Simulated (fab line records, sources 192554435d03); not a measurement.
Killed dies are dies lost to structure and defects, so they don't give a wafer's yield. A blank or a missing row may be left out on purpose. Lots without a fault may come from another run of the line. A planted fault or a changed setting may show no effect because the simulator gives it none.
fab line records | flow n5_finfet
record lots=7 wafers=21
route steps=1938 shown PASSIVATION@1930
start_h: hours from the record's first day to the start of the lot's first wafer shown | wait_h: hours since the lot's step before | " the same as in the row above | L1.1+2: a row that stands for several wafers | - no value, or no start given | * or withheld: withheld | < > ~ a bound
route shown NAME@n: a module of which the file shows steps, and the number in the route of the first | usual: mean/standard deviation of fault-free wafers | same: alike in all rows | chamber/n: place in a boat | sites: the reading at each site | _std_site: their standard deviation | _edge_site: outer sites' mean less inner sites' | radius_mm: how far each site lies from the wafer's centre | mask NAME#n: copy n | behind: the tool/chamber that last shaped the wafer | hold: why the lot was held/for how many hours/how that ended | device: the transistor (n, p or np) that didn't switch | end of line: the same wafers' tests at the end of the route | a step without rows: its recipe alone | killed: dies lost to structure and defects at the first sort, not the wafer's yield | map: a wafer's dies, x killed, . not, _ none there
set.NAME: the setting as run; set.NAME@STEP: as run at that earlier step | model.NAME: the simulator's own value behind a step, which no gauge read
lots whose settings were changed on purpose; a table a step, a row a wafer
## steps
# step N5_PASSIVATION_ETCH_54
# recipe chemistry=CHF3/O2 target=SiO2 target_depth_a=8800 CHF3_flow_sccm=50 O2_flow_sccm=5 Ar_flow_sccm=200 time_s=440 mask_material=PR pressure_mtorr=30 source_w=650 bias_w=170 ion_energy_ev=200
# usual rf_vpp_V=525/6.4
# columns lot.wafer tool chamber start_h wait_h set.bias_w rf_vpp_V model.etch.depth_nm model.PASSIVATION.feature_depth_nm
L076.2 rie_diel-04 0 288.27 0.1 193.5 590 939.9 940
L076.4 " 3 " " 193.5 581 933.2 933.2
L076.6 " 2 " " 170 515 887.9 888
L081.2 rie_diel-04 2 303.20 0.1 170 514 885.8 885.8
L081.3 " 3 " " 152.7 481 861.4 861.4
L081.5 " 2 " " 152.7 471 852.9 853
L083.2 rie_diel-03 2 317.82 0.1 148 478 839.5 839.4
L083.5 " 2 " " 170 533 880.3 880.4
L083.6 " 1 " " 170 526 873.2 873.2
L084.1 rie_diel-05 3 322.12 0.1 170 533 893.3 893.2
L084.2 " 1 " " 179.9 552 911.8 911.8
L084.5 " 1 " " 179.9 553 906.8 906.8
L087.1 rie_diel-05 3 347.79 0.1 170 532 890.5 890.4
L087.4 " 0 " " 188.6 572 889.2 889.2
L087.6 " 3 " " 188.6 579 924.7 924.8
L097.2 rie_diel-04 1 424.07 0.1 170 521 877.1 877.2
L097.4 " 0 " " 140.5 455 834.3 834.2
L097.6 " 1 " " 140.5 448 830.5 830.4
L096.1 rie_diel-05 2 425.53 0.1 170 513 869.6 869.6
L096.5 " 0 " " 170 527 863.1 863.2
L096.6 " 1 " " 170 528 877.8 877.8
# step N5_PASSIVATION_STRIP_48
# recipe chemistry=O2 power_w=600 temp_c=60 pressure_mtorr=30 rf_frequency_hz=6e+07 bias_power_w=0 overash_fraction=0.5 o2_flow_sccm=225
# step N5_PASSIVATION_STRIP_52
# recipe chemistry=post_etch_residue_remover time_s=1200 temp_c=72.5
# step N5_PASSIVATION_SRD_72
# recipe dry=ipa_marangoni time_s=30 temp_c=23 rinse_liquid=diw
# step N5_PASSIVATION_ANNEAL_56
# recipe temp_c=400 time_s=1800 ambient=FGA idle_temp_c=300 ramp_up_c_per_min=5 ramp_down_c_per_min=3
# step N5_PASSIVATION_PROBE_49
# usual defect_limited_yield=91.2/1.4 killed_at_M0_to_M3=35/11 killed_at_M4_up=12/4.2 killed_at_contacts=13/5.6 killed_at_front_end=40/12 killed_at_other=3.3/2.6 killed_dies=103/17 killed_open=68/12 killed_short=34/7.6 sort_bin_5_function=5.1/0.95 sort_bin_6_memory=3.3/0.68 sort_bin_8_speed=0.00/0.007 sort_n_pass=1077/17
# same gross_dies=1180 killed_at_back_side=0 sort_bin_4_leakage[%]=0
# columns lot.wafer tool chamber start_h wait_h set.bias_w@PASSIVATION_ETCH_54 defect_limited_yield[%] killed_at_M0_to_M3 killed_at_M4_up killed_at_contacts killed_at_front_end killed_at_other killed_dies killed_open killed_short sort_bin_5_function[%] sort_bin_6_memory[%] sort_bin_8_speed[%] sort_n_pass
L076.2 prober-02 - 291.14 0.1 193.5 54.7 453 19 21 34 7 534 53 27 25.7 16.8 0 646
L076.4 prober-02 - 291.24 0.2 193.5 91.4 30 12 15 38 6 101 73 28 5.6 2.8 0 1079
L076.6 prober-02 - 291.34 0.3 170 91.4 29 10 10 46 6 101 55 46 4.8 3.1 0 1079
L081.2 prober-02 - 306.03 0.1 170 90.0 41 15 14 46 2 118 69 37 5.8 3.6 0 1062
L081.3 prober-02 - 306.08 0.1 152.7 90.2 33 18 30 34 1 116 83 31 5.6 4.0 0.17 1064
L081.5 prober-02 - 306.18 0.2 152.7 90.3 40 21 13 38 3 115 70 34 5.3 3.8 0 1065
L083.2 prober-02 - 321.38 0.1 148 90.1 39 16 13 41 8 117 73 42 5.8 3.8 1.53 1045
L083.5 prober-02 - 321.53 0.2 170 0.3 1133 10 10 22 2 1177 57 24 70.8 5.3 0 3
L083.6 prober-02 - 321.58 0.3 170 94.7 20 6 4 31 2 63 36 27 3.4 1.4 0 1117
L084.1 prober-01 - 324.92 0.0 170 91.9 34 6 15 38 3 96 61 33 4.7 2.8 0 1084
L084.2 prober-01 - 324.97 0.1 179.9 81.4 131 19 21 42 6 219 69 26 11.8 5.8 0 961
L084.5 prober-01 - 325.12 0.2 179.9 91.2 39 16 16 31 2 104 67 31 5.4 2.5 0 1076
L087.1 prober-01 - 351.40 0.3 170 84.3 53 59 21 45 7 185 91 51 9.8 5.3 0 995
L087.4 prober-01 - 351.55 0.5 188.6 94.1 18 13 18 20 1 70 40 30 3.1 2.6 0 1110
L087.6 prober-01 - 351.65 0.6 188.6 90.0 46 15 25 29 3 118 85 33 4.8 4.6 0 1062
L097.2 prober-02 - 426.90 0.1 170 92.2 13 11 7 60 1 92 62 29 5.1 2.5 0 1088
L097.4 prober-02 - 427.00 0.2 140.5 91.1 25 9 5 65 1 105 67 38 5.0 3.4 0 1075
L097.6 prober-02 - 427.10 0.3 140.5 91.3 22 20 14 44 3 103 65 28 5.4 3.0 0 1077
L096.1 prober-01 - 428.32 0.0 170 91.4 23 24 8 39 8 102 64 36 5.3 3.0 0 1078
L096.5 prober-01 - 428.52 0.2 170 88.3 49 14 19 55 1 138 90 45 6.0 5.3 0 1042
L096.6 prober-01 - 428.57 0.3 170 92.5 35 11 11 25 7 89 56 31 4.2 3.0 0 1091
# killed by level:class
L076.2 BEOL_M2:area_expose=435 MOL_CONTACT_COAG:area_expose=17 BEOL_M4:geometric_particle:open=12 FIN_SAQP:geometric_particle:open=8 BEOL_M1:geometric_particle:open=6 STI_FIN_REVEAL:geometric_particle:open=4 GATE_CUT:geometric_particle:short=4 MOL_CONTACT_COAG:geometric_particle:open=4
L076.4 BEOL_M2:geometric_particle:open=13 MOL_CONTACT_COAG:geometric_particle:open=11 FIN_SAQP:geometric_particle:open=8 BEOL_M4:geometric_particle:open=8 BEOL_M3:geometric_particle:open=7 FIN_SAQP:geometric_particle:short=6 BEOL_M1:geometric_particle:open=5 GATE_CUT:geometric_particle:short=4
L076.6 FIN_SAQP:geometric_particle:short=13 BEOL_M2:geometric_particle:open=10 GATE_CUT:geometric_particle:short=9 MOL_CONTACT_COAG:geometric_particle:open=7 GATE_CUT:geometric_particle:open=6 BEOL_M1:geometric_particle:short=6 BEOL_M0:geometric_particle:short=5 BEOL_M4:geometric_particle:open=5
L081.2 STI_FIN_REVEAL:geometric_particle:open=14 BEOL_M1:geometric_particle:open=11 MOL_CONTACT_COAG:geometric_particle:open=11 BEOL_M0_SAQP:geometric_particle:short=9 FIN_SAQP:geometric_particle:short=7 BEOL_M4:geometric_particle:open=7 BEOL_M2:area_expose=7 BEOL_M0_SAQP:geometric_particle:open=6
L081.3 MOL_CONTACT_COAG:geometric_particle:open=25 STI_FIN_REVEAL:geometric_particle:open=12 BEOL_M0_SAQP:geometric_particle:open=12 BEOL_M0_SAQP:geometric_particle:short=8 BEOL_M4:geometric_particle:open=7 MOL_CONTACT_COAG:geometric_particle:short=5 GATE_CUT:geometric_particle:short=4 BEOL_M3:geometric_particle:open=4
L081.5 STI_FIN_REVEAL:geometric_particle:open=13 BEOL_M4:geometric_particle:open=11 MOL_CONTACT_COAG:geometric_particle:open=10 BEOL_M2:area_expose=10 BEOL_M0_SAQP:geometric_particle:short=8 BEOL_M3:geometric_particle:open=8 GATE_CUT:geometric_particle:short=6 DUMMY_GATE:geometric_particle:open=5
L083.2 BEOL_M1:geometric_particle:open=12 MOL_CONTACT_COAG:geometric_particle:open=12 FIN_SAQP:geometric_particle:open=9 FIN_SAQP:geometric_particle:short=9 BEOL_M0_SAQP:geometric_particle:open=9 GATE_CUT:geometric_particle:short=7 BEOL_M0_SAQP:geometric_particle:short=7 BEOL_M4:geometric_particle:open=7
L083.5 BEOL_M2:area_expose=1095 MOL_CONTACT_COAG:geometric_particle:open=8 BEOL_M1:geometric_particle:open=8 BEOL_M2:geometric_particle:open=7 DUMMY_GATE:geometric_particle:open=6 BEOL_M0_SAQP:geometric_particle:open=6 FIN_SAQP:geometric_particle:short=5 BEOL_M1:geometric_particle:short=5
L083.6 FIN_SAQP:geometric_particle:open=7 FIN_SAQP:geometric_particle:short=7 GATE_CUT:geometric_particle:short=5 BEOL_M2:geometric_particle:open=5 BEOL_M3:geometric_particle:open=5 MOL_CONTACT_COAG:geometric_particle:open=4 BEOL_M0_SAQP:geometric_particle:open=4 STARTING-WAFER:geometric_particle:short=3
L084.1 MOL_CONTACT_COAG:geometric_particle:open=11 STI_FIN_REVEAL:geometric_particle:open=9 BEOL_M0_SAQP:geometric_particle:open=7 FIN_SAQP:geometric_particle:open=6 BEOL_M0_SAQP:geometric_particle:short=6 BEOL_M3:geometric_particle:open=6 BEOL_M1:geometric_particle:open=5 FIN_SAQP:geometric_particle:short=4
L084.2 BEOL_M2:area_expose=112 MOL_CONTACT_COAG:geometric_particle:open=19 FIN_SAQP:geometric_particle:open=18 BEOL_M5:area_expose=11 FIN_SAQP:geometric_particle:short=8 BEOL_M2:geometric_particle:open=6 STI_FIN_REVEAL:geometric_particle:open=4 DUMMY_GATE:geometric_particle:open=4
L084.5 STI_FIN_REVEAL:geometric_particle:open=10 MOL_CONTACT_COAG:geometric_particle:open=9 BEOL_M4:geometric_particle:open=8 BEOL_M0_SAQP:geometric_particle:open=8 MOL_CONTACT_COAG:geometric_particle:short=6 BEOL_M0_SAQP:geometric_particle:short=6 BEOL_M2:geometric_particle:open=6 BEOL_M3:geometric_particle:open=6
L087.1 BEOL_M5:area_expose=42 BEOL_M0_SAQP:geometric_particle:short=18 MOL_CONTACT_COAG:geometric_particle:open=16 BEOL_M0_SAQP:geometric_particle:open=16 FIN_SAQP:geometric_particle:open=14 FIN_SAQP:geometric_particle:short=13 BEOL_M4:geometric_particle:open=10 STI_FIN_REVEAL:geometric_particle:open=6
L087.4 MOL_CONTACT_COAG:geometric_particle:open=14 GATE_CUT:geometric_particle:short=5 BEOL_M5:geometric_particle:open=5 STI_FIN_REVEAL:geometric_particle:open=4 ILD0:geometric_particle:short=4 BEOL_M2:geometric_particle:short=4 MOL_CONTACT_COAG:geometric_particle:short=4 BEOL_M0_SAQP:geometric_particle:short=4
L087.6 MOL_CONTACT_COAG:geometric_particle:open=21 BEOL_M2:geometric_particle:open=14 BEOL_M0_SAQP:geometric_particle:open=10 STI_FIN_REVEAL:geometric_particle:open=8 BEOL_M4:geometric_particle:open=8 BEOL_M0_SAQP:geometric_particle:short=7 BEOL_M3:geometric_particle:open=5 FIN_SAQP:geometric_particle:short=4
L097.2 STI_FIN_REVEAL:geometric_particle:open=16 FIN_SAQP:geometric_particle:open=14 STI_FIN_REVEAL:geometric_particle:short=7 MOL_CONTACT_COAG:geometric_particle:open=7 FIN_SAQP:geometric_particle:short=6 GATE_CUT:geometric_particle:short=6 BEOL_M3:geometric_particle:open=4 STARTING-WAFER:geometric_particle:open=4
L097.4 STI_FIN_REVEAL:geometric_particle:open=32 BEOL_M0_SAQP:geometric_particle:short=11 STI_FIN_REVEAL:geometric_particle:short=10 FIN_SAQP:geometric_particle:short=5 FIN_SAQP:geometric_particle:open=4 MOL_CONTACT_COAG:geometric_particle:open=4 BEOL_M2:geometric_particle:open=4 BEOL_M0_SAQP:geometric_particle:open=3
L097.6 STI_FIN_REVEAL:geometric_particle:open=11 FIN_SAQP:geometric_particle:short=9 FIN_SAQP:geometric_particle:open=7 MOL_CONTACT_COAG:geometric_particle:open=7 BEOL_M8:geometric_particle:open=7 MOL_CONTACT_COAG:area_expose=7 BEOL_M0_SAQP:geometric_particle:open=6 STI_FIN_REVEAL:geometric_particle:short=5
L096.1 FIN_SAQP:geometric_particle:open=10 BEOL_M4:geometric_particle:short=9 BEOL_M3:geometric_particle:open=7 GATE_CUT:geometric_particle:short=6 MOL_CONTACT_COAG:geometric_particle:open=6 DUMMY_GATE:geometric_particle:open=5 FIN_SAQP:geometric_particle:short=4 STI_FIN_REVEAL:geometric_particle:open=4
L096.5 MOL_CONTACT_COAG:geometric_particle:open=16 STI_FIN_REVEAL:geometric_particle:open=13 FIN_SAQP:geometric_particle:open=10 BEOL_M2:geometric_particle:open=10 BEOL_M1:geometric_particle:open=9 BEOL_M0_SAQP:geometric_particle:open=8 FIN_SAQP:geometric_particle:short=7 GATE_CUT:geometric_particle:short=7
L096.6 MOL_CONTACT_COAG:geometric_particle:open=8 BEOL_M2:geometric_particle:open=8 BEOL_M0_SAQP:geometric_particle:short=7 BEOL_M0_SAQP:geometric_particle:open=7 FIN_SAQP:geometric_particle:open=6 FIN_SAQP:geometric_particle:short=5 ILD0:geometric_particle:open=5 BEOL_M3:geometric_particle:open=5
## key
split step=N5_PASSIVATION_ETCH_54 setting=bias_w stated=170 by=wafer
response step=N5_PASSIVATION_ETCH_54 reading=rf_vpp_V change=+4.17 per=1% r=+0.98
response step=N5_PASSIVATION_ETCH_54 reading=model.etch.depth_nm change=+2.72 per=1% r=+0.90
response step=N5_PASSIVATION_ETCH_54 reading=model.PASSIVATION.feature_depth_nm change=+2.73 per=1% r=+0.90
response step=N5_PASSIVATION_PROBE_49 reading=sort_bin_8_speed shape=bent at_lowest=0 at_stated=0 at_highest=0
